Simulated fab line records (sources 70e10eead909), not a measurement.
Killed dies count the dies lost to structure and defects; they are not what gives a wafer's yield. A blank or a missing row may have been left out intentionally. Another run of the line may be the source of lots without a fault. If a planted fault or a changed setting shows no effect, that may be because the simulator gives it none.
Chamber matching ; flow nandHarc ; NHARC_P_CONTACT_CMP_24 on cmp-01: 4 sister chambers
The step polishes, t overpolish 30 s, target thk 200 nm. 18 wafers are shown with their chamber, then 9 later ones without.

## WAFERS PAIRED WITH THEIR CHAMBERS
wafer;chamber;timeToEndpointS (s);motorCurrentA (A);overpolishRunS (s)
L075.2;3;41.2;10.7;30.011
L075.4;0;37.3;11.9;29.999
L075.5;3;42.6;11.8;30.019
L077.2;0;39.8;11.7;30.014
L077.4;2;36.0;12.1;29.993
L077.6;0;40.1;11.8;29.980
L076.1;1;42.6;12.7;30.003
L076.3;0;40.9;12.2;30.012
L076.6;1;42.7;12.0;30.008
L076.2;2;37.0;11.9;30.001
L076.4;3;42.6;10.9;29.999
L076.5;0;39.0;12.1;30.005
L086.1;3;44.0;11.5;29.987
L086.2;1;43.7;12.3;30.009
L086.4;2;37.5;11.6;30.008
L091.2;0;37.0;11.7;29.989
L091.4;2;35.1;12.4;29.997
L091.6;2;35.7;11.8;30.002

SIGNATURES (means of the wafers above)
reading;chamber 0;chamber 1;chamber 2;chamber 3;scatter within a chamber
timeToEndpointS;39.017;43.000;36.260;42.600;1.22
motorCurrentA;11.900;12.333;11.960;11.225;0.341
overpolishRunS;29.99983;30.00667;30.00020;30.00400;0.0108
Rule: a wafer lies at a distance from a chamber equal to the root of the sum of squares, over the readings, of (its reading less the chamber's mean, divided by the reading's scatter). If the next closest chamber is less than 2 further off than the closest, the wafer can't be placed; otherwise it belongs to the closest. How the scatter is found: for the shown wafers, subtract from each reading the mean of its chamber, square and add these, divide the total by (wafers less chambers), then take the root.

## WAFERS WITHOUT THEIR CHAMBER
wafer;timeToEndpointS (s);motorCurrentA (A);overpolishRunS (s)
L091.1;39.4;12.5;30.006
L091.3;37.4;10.5;29.999
L091.5;38.0;11.2;29.988
L094.1;39.2;11.0;30.012
L094.3;36.6;11.9;29.989
L094.5;36.8;12.3;30.008
L097.2;42.4;12.2;29.987
L097.4;39.6;11.5;29.986
L097.5;41.7;12.5;30.009

## EACH ONE'S CHAMBER
wafer;from the rows above;in truth
L091.1;can't be placed: 0 or 1 or 2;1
L091.3;can't be placed: 0 or 2 or 3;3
L091.5;can't be placed: 0 or 2 or 3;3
L094.1;can't be placed: 0 or 3 or 2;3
L094.3;can't be placed: 2 or 0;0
L094.5;can't be placed: 2 or 0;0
L097.2;can't be placed: 1 or 0 or 3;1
L097.4;can't be placed: 0 or 3 or 2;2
L097.5;can't be placed: 1 or 0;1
0 of 9 placed correctly. Cannot be placed on the basis of these rows: 9; the candidates contain the true chamber in 9. Placed wrongly: 0.
